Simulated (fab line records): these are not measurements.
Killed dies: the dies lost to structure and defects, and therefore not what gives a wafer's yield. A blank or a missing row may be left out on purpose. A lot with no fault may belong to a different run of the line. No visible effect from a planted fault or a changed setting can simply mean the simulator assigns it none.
A lot that was struck, set against a sound lot | flow nand_harc | 14 steps out of a route of 1159
Sound: the wafers L530.3, L530.5, L530.6. Wafers L541.1, L541.2, L541.6 were the ones struck. At the end, the cause is stated.
Each step with rows lists, per side, the tool, then ch with its chambers, then its first start. Under that, the readings that differ: sound wafers | struck wafers | difference of the means | sigmas: that difference in standard deviations of wafers without a fault.
alike: a reading whose means differ by less than 2 such deviations, as well as words and numbers matching on both sides. not compared: withheld readings; readings where some wafer has no value; bounds like >300 that might hide an equal value; numbers whose values overlap and for which the record gives no deviation.
Wherever a step has rows on one side only, a row that says differs or no value, or a row with sigmas, the two part there. Numbers that don't overlap but have no deviation are shown without sigmas and don't part them. Lack of a reading on every wafer of one side parts them only where that side has two or more wafers.

first, 1 step without rows for these wafers: NHARC_A_STAIRCASE_TRIM_14 (chemistry O2, time 211.2 s).
NHARC_A_STAIRCASE_ETCH_15: etches the open film in C4F8/O2, target depth 100 nm, time 40.5 s.
  sound on rie_diel-05 ch 0,1,3; struck on rie_diel-13 ch 1,3
  alike: oes_product_au, rf_vpp_V
  not compared: rf_hours_counter_h
then, 2 steps without rows for these wafers: NHARC_A_STAIRCASE_TRIM_16 (chemistry O2, time 211.2 s); NHARC_A_STAIRCASE_ETCH_17 (etches the open film in C4F8/O2, target depth 100 nm, time 40.5 s).
NHARC_A_STAIRCASE_TRIM_18: chemistry O2, time 211.2 s.
  sound on rie_diel-05 ch 0,1; struck on rie_diel-13 ch 0,1,2
  alike: drypump_motor_current_A, oes_product_au, rf_vpp_V, showerhead_plenum_p_Torr, throttle_valve_pct
  not compared: rf_hours_counter_h
then, 1 step without rows for these wafers: NHARC_A_STAIRCASE_ETCH_19 (etches the open film in C4F8/O2, target depth 100 nm, time 40.5 s).
NHARC_A_STAIRCASE_TRIM_20: chemistry O2, time 211.2 s.
  sound on rie_diel-05 ch 0,1, day 11 19:56; struck on rie_diel-09 ch 1,3, day 14 15:04
  alike: drypump_motor_current_A, oes_product_au, rf_vpp_V, showerhead_plenum_p_Torr, throttle_valve_pct
  not compared: rf_hours_counter_h
NHARC_A_STAIRCASE_ETCH_21: etches the open film in C4F8/O2, target depth 100 nm, time 40.5 s.
  sound on rie_diel-05 ch 0,1; struck on rie_diel-09 ch 0,3
  reading               | sound             | struck            | difference | sigmas
  oes_product_au (a.u.) | 0.935 0.935 0.936 | 0.984 0.967 0.981 | +0.042     | +3
  alike: rf_vpp_V
  not compared: rf_hours_counter_h
NHARC_A_STAIRCASE_TRIM_22: chemistry O2, time 211.2 s.
  sound on rie_diel-05 ch 0,1,2; struck on rie_diel-09 ch 2,3
  alike: drypump_motor_current_A, oes_product_au, rf_vpp_V, showerhead_plenum_p_Torr, throttle_valve_pct
  not compared: rf_hours_counter_h
then, 2 steps without rows for these wafers: NHARC_A_STAIRCASE_ETCH_23 (etches the open film in C4F8/O2, target depth 100 nm, time 40.5 s); NHARC_A_STAIRCASE_TRIM_24 (chemistry O2, time 211.2 s).
NHARC_A_STAIRCASE_ETCH_25: etches the open film in C4F8/O2, target depth 100 nm, time 40.5 s.
  sound on rie_diel-05 ch 0,1, day 11 21:53; struck on rie_diel-09 ch 1,3, day 14 15:44
  reading               | sound             | struck            | difference | sigmas
  oes_product_au (a.u.) | 0.928 0.927 0.917 | 0.796 0.793 0.787 | -0.132     | -9
  alike: rf_vpp_V
  not compared: rf_hours_counter_h
then, 1 step without rows for these wafers: NHARC_A_STAIRCASE_TRIM_26 (chemistry O2, time 211.2 s).
-- break in the record here, with 9 days between the starts of the struck wafers on either side (left off in module A_STAIRCASE, picked up again in module END, where the first step shown is number 1159 on the route) --
NHARC_END_SORT_01:
  sound on prober-02 ch 0, day 20 21:01; struck on prober-02 ch 0, day 23 20:58
  reading         | sound    | struck                                                               | difference                   | sigmas
  hold            | - - -    | await_dispo/2.4h/scrap await_dispo/2.4h/scrap await_dispo/2.4h/scrap | no value on the sound wafers |
  killed_at_array | 27 29 24 | 468 568 559                                                          | +505                         | +55
  killed_dies     | 28 31 27 | 470 570 561                                                          | +505                         | +56
  alike: killed_at_other, killed_at_periphery, killed_open, killed_short

WHERE THEY PART
Last at NHARC_END_SORT_01 as far as this record goes, first at NHARC_A_STAIRCASE_ETCH_21.

WHY: what the simulator had put in
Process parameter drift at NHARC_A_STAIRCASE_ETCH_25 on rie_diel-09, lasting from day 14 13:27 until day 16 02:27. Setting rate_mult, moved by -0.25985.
